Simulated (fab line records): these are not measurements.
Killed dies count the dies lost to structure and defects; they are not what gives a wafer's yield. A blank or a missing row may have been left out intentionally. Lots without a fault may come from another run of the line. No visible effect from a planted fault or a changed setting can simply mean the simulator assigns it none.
Chamber matching	flow nand_harc	rie_si-03 running NHARC_P_GATE_ETCH_32: 4 sister chambers
The step etches the open film in HBr/Cl2, target depth 150 nm, time 100.1 s. 14 wafers are shown with their chamber, then 7 later ones without.

## WAFERS WITH THEIR CHAMBER
wafer	chamber	drypump_motor_current_A (A)	rf_fwd_power_W (W)	oes_product_au (a.u.)
L204.3	1	5.3	397.5	0.996
L204.4	3	5.9	394.6	1.010
L204.6	0	6.1	397.9	0.981
L205.2	3	5.9	393.7	1.009
L205.3	0	6.1	398.9	0.989
L205.5	1	5.4	397.1	1.008
L206.1	2	5.6	396.0	0.997
L206.4	1	5.4	396.3	1.003
L206.5	2	5.7	396.0	0.994
L207.2	0	6.1	398.6	0.987
L207.5	0	6.1	400.1	0.987
L207.6	1	5.4	396.4	1.001
L211.1	3	5.9	394.2	1.004
L211.5	3	5.9	393.8	1.004

SIGNATURES (averages over the wafers above)
reading	chamber 0	chamber 1	chamber 2	chamber 3	scatter within a chamber
drypump_motor_current_A	6.100	5.375	5.650	5.900	0.0354
rf_fwd_power_W	398.875	396.825	396.000	394.075	0.634
oes_product_au	0.98600	1.00200	0.99550	1.00675	0.00381
Rule: a wafer's distance from a chamber is the root of the sum, over the readings, of the square of ((its reading less the chamber's mean) divided by the reading's scatter). The wafer belongs to the nearest chamber; if the next one is less than 2 further off, it can't be placed. The scatter: take each reading less its chamber's mean, square it, sum over the shown wafers, divide by the number of wafers less the number of chambers, and take the root.

## WAFERS MISSING THEIR CHAMBER
wafer	drypump_motor_current_A (A)	rf_fwd_power_W (W)	oes_product_au (a.u.)
L211.6	6.1	399.1	0.994
L212.1	5.9	394.3	1.011
L212.3	5.7	398.1	0.995
L212.5	6.1	398.7	0.989
L216.1	5.9	393.2	1.016
L216.2	5.6	398.4	0.995
L216.5	6.1	397.3	0.998

## WHICH CHAMBER EACH WENT THROUGH
wafer	from the rows above	in truth
L211.6	0	0
L212.1	3	3
L212.3	2	2
L212.5	0	0
L216.1	3	3
L216.2	2	2
L216.5	0	0
Correct placement for 7 of the 7. Left unplaced by these rows: 0. 0 placed wrongly.
